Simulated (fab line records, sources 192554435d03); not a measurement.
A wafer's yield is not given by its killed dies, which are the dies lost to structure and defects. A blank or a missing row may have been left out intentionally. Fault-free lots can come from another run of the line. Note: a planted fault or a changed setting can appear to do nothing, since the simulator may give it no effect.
8D (eight disciplines) problem report, filled in by code + flow n5-finfet + the parts of the form that need people (team, actions taken, sign-off) are left out

## 1. PROBLEM STATEMENT
Mean IOFF_N at N5_BEOL_M4_RC_MEAS_101: 0.380 nA/um over 6 wafers in 2 lots; fault-free wafers: 0.157 nA/um, standard deviation 0.021. Measured from the usual mean, that is +11 standard deviations.
First observed at day 10 21:08: wafer L244.1, on prober-02. The record holds 27 wafers of 9 lots with a number at this step. Rule for "out" (also "out of limits"): further than 4 standard deviations from the usual mean. The rest of the wafers with a number are treated as sound.

## 2. WHAT IT IS, WHAT IT ISN'T
| question                    | is                                                    | is not                                                                                |
|-----------------------------|-------------------------------------------------------|---------------------------------------------------------------------------------------|
| which readings at this step | IOFF_N, DIBL_N, IOFF_N_85C, IOFF_N_LIN, ION_N, REXT_N | DIBL_P, IOFF_P, ION_P, SS_P, VT_P                                                     |
| which lots                  | L244, L245                                            | L235, L240, L241, L246, L251, L253, L254                                              |
| which wafers of those lots  | all that have a number                                | -                                                                                     |
| read on which gauges        | prober-01, prober-02                                  | -                                                                                     |
| when                        | from day 10 21:08                                     | up to then (9 sound wafers); but 12 sound wafers of L246, L251, L253, L254 came after |

## 3. SUSPECTS, AND WHAT RULES EACH OUT
Counting: a tool at a process step up to the reading stays a suspect if it ran every lot that is out and no sound lot after the first of them.
- the gauge at N5_BEOL_M4_RC_MEAS_101 has been ruled out. Those wafers that are out were read across 2 gauges (prober-01, prober-02).
- epi-rpcvd-02 at N5_SD_EPI_N_VAPOR_ETCH_50 (etches Si in HCl, time 54 s): kept. Every lot that is out went through it, starting with L244 (day 6 04:13), and after that it ran no sound lot; the last sound lot it ran before then is L241 (day 5 07:05). Its own readings are out on those wafers: susceptor-temp-C.
The count leaves epi-rpcvd-02 at N5_SD_EPI_N_VAPOR_ETCH_50.

## 4. THE CAUSE (what the simulator had put in)
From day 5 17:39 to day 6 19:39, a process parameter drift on epi-rpcvd-02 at N5_SD_EPI_N_VAPOR_ETCH_50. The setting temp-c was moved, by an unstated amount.
The count eliminated every tool but this one.

## 5. THE CHAIN OF EFFECTS, in route order
Each row: a reading whose mean over the struck wafers that have a number lies more than 3 standard deviations from the usual. Scope: only readings with a usual standard deviation given in the record; hours: median across lots of the time from each lot's start at the first step in this table that gives one to its start at this step; sigmas: change in usual standard deviations.
| hours | step                      | reading          | usual       | on struck wafers | change | sigmas |
|-------|---------------------------|------------------|-------------|------------------|--------|--------|
| 0     | N5_SD_EPI_N_VAPOR_ETCH_50 | susceptor-temp-C | 775.1 C     | 788.2            | +13.1  | +42    |
| 116   | N5_BEOL_M4_RC_MEAS_101    | DIBL_N           | 36.3 mV/V   | 45.1             | +8.8   | +8.8   |
| 116   | N5_BEOL_M4_RC_MEAS_101    | IOFF_N           | 0.157 nA/um | 0.380            | +0.223 | +11    |
| 116   | N5_BEOL_M4_RC_MEAS_101    | IOFF_N_85C       | 3.1 nA/um   | 6.3              | +3.2   | +9.2   |
| 116   | N5_BEOL_M4_RC_MEAS_101    | IOFF_N_LIN       | 0.073 nA/um | 0.139            | +0.066 | +8.0   |
| 116   | N5_BEOL_M4_RC_MEAS_101    | ION_N            | 673 uA/um   | 725              | +52    | +5.8   |
| 116   | N5_BEOL_M4_RC_MEAS_101    | REXT_N           | 75.0 ohm.um | 66.3             | -8.7   | -5.8   |
| 116   | N5_BEOL_M4_RC_MEAS_101    | SS_N             | 71.5 mV/dec | 73.6             | +2.1   | +4.3   |
| 116   | N5_BEOL_M4_RC_MEAS_101    | VT_N             | 249.9 mV    | 238.4            | -11.5  | -4.8   |
| 116   | N5_BEOL_M4_RC_MEAS_101    | VT_N_LVT         | 98.2 mV     | 87.1             | -11.1  | -4.1   |
| 214   | N5_PASSIVATION_PROBE_49   | sort-n-pass      | 1075        | 946              | -129   | -8.6   |
| 214   | N5_PASSIVATION_PROBE_49   | sort-yield-pct   | 91.1 %      | 80.2             | -10.9  | -8.4   |
Its process steps:
- N5_SD_EPI_N_VAPOR_ETCH_50: etches Si in HCl, time 54 s.
- N5_PASSIVATION_PROBE_49

## 6. HOW IT WOULD HAVE BEEN CAUGHT EARLIER
Counted from the fault's start at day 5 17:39, it took 123 hours until the first out-of-limits reading at a measuring or inspecting step in this record, taken at day 10 21:08.
At N5_SD_EPI_N_VAPOR_ETCH_50, the tool's own readings (susceptor-temp-C) were out on each struck wafer the step has a row for, so an alarm limit on them would have fired on the first such wafer.
All the lots that are out (2) had begun N5_SD_EPI_N_VAPOR_ETCH_50 on epi-rpcvd-02 by day 10 21:08. Had the tool been put on hold then, not one of them would have been saved.
